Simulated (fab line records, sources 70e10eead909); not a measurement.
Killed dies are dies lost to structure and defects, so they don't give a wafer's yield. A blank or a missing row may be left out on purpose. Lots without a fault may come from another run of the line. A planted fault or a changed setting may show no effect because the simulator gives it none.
Chamber matching | flow nand_harc | NHARC_A_CONTACT_ETCH_48 on rie_diel-08: 4 sister chambers
The step etches the open film in CF4, target depth 39 nm, time 65 s. 27 wafers are shown with their chamber, then 12 later ones without.

WAFERS WITH THEIR CHAMBER
wafer  | chamber | showerhead_plenum_p_Torr (Torr) | drypump_motor_current_A (A) | oes_product_au (a.u.)
L074.2 | 3       | 1.88                            | 5.5                         | 1.010
L074.4 | 2       | 1.78                            | 5.1                         | 1.001
L074.6 | 0       | 1.79                            | 5.7                         | 0.978
L075.1 | 1       | 1.77                            | 5.8                         | 0.994
L075.3 | 0       | 1.79                            | 5.7                         | 0.982
L075.6 | 1       | 1.77                            | 5.9                         | 1.005
L076.1 | 3       | 1.88                            | 5.4                         | 1.011
L076.2 | 0       | 1.79                            | 5.7                         | 0.976
L076.6 | 0       | 1.79                            | 5.7                         | 0.976
L078.1 | 3       | 1.88                            | 5.5                         | 1.022
L078.5 | 1       | 1.77                            | 5.9                         | 1.008
L078.6 | 0       | 1.79                            | 5.7                         | 0.967
L080.1 | 0       | 1.79                            | 5.6                         | 0.976
L080.2 | 2       | 1.78                            | 5.1                         | 0.989
L080.4 | 1       | 1.77                            | 5.8                         | 1.003
L081.2 | 3       | 1.88                            | 5.4                         | 1.019
L081.4 | 2       | 1.78                            | 5.1                         | 0.981
L081.6 | 0       | 1.79                            | 5.7                         | 0.974
L087.1 | 3       | 1.88                            | 5.4                         | 1.019
L087.5 | 2       | 1.77                            | 5.1                         | 0.993
L087.6 | 3       | 1.88                            | 5.4                         | 1.027
L085.2 | 3       | 1.88                            | 5.4                         | 1.014
L085.3 | 1       | 1.77                            | 5.9                         | 1.007
L085.5 | 3       | 1.88                            | 5.4                         | 1.015
L089.2 | 0       | 1.79                            | 5.6                         | 0.985
L089.5 | 3       | 1.88                            | 5.4                         | 1.020
L089.6 | 0       | 1.79                            | 5.6                         | 0.987

SIGNATURES (means of the wafers above)
reading                  | chamber 0 | chamber 1 | chamber 2 | chamber 3 | scatter within a chamber
showerhead_plenum_p_Torr | 1.7900    | 1.7700    | 1.7775    | 1.8800    | 0.00181
drypump_motor_current_A  | 5.667     | 5.860     | 5.100     | 5.422     | 0.0455
oes_product_au           | 0.97789   | 1.00340   | 0.99100   | 1.01744   | 0.00614
Rule: a wafer's distance from a chamber is the root of the sum, over the readings, of the square of ((its reading less the chamber's mean) divided by the reading's scatter). The wafer belongs to the nearest chamber; if the next one is less than 2 further off, it can't be placed. The scatter: the root of (the sum of the squares of (reading less its chamber's mean) over the shown wafers, divided by (wafers less chambers)).

WAFERS WITHOUT THEIR CHAMBER
wafer  | showerhead_plenum_p_Torr (Torr) | drypump_motor_current_A (A) | oes_product_au (a.u.)
L091.2 | 1.76                            | 5.9                         | 0.999
L091.4 | 1.79                            | 5.7                         | 0.979
L091.6 | 1.77                            | 5.1                         | 0.989
L095.1 | 1.77                            | 5.1                         | 1.022
L095.3 | 1.76                            | 5.9                         | 0.990
L095.6 | 1.77                            | 5.9                         | 0.991
L094.2 | 1.88                            | 5.4                         | 1.009
L094.5 | 1.79                            | 5.6                         | 0.983
L094.6 | 1.88                            | 5.4                         | 0.998
L093.1 | 1.79                            | 5.6                         | 1.011
L093.2 | 1.77                            | 5.1                         | 1.023
L093.6 | 1.76                            | 5.8                         | 0.992

WHICH CHAMBER EACH WENT THROUGH
wafer  | from the rows above | in truth
L091.2 | 1                   | 1
L091.4 | 0                   | 0
L091.6 | 2                   | 2
L095.1 | 2                   | 2
L095.3 | 1                   | 1
L095.6 | 1                   | 1
L094.2 | 3                   | 3
L094.5 | 0                   | 0
L094.6 | 3                   | 3
L093.1 | 0                   | 0
L093.2 | 2                   | 2
L093.6 | 1                   | 1
Placed correctly: 12 of 12. Can't be placed from these rows: 0. Placed wrongly: 0.
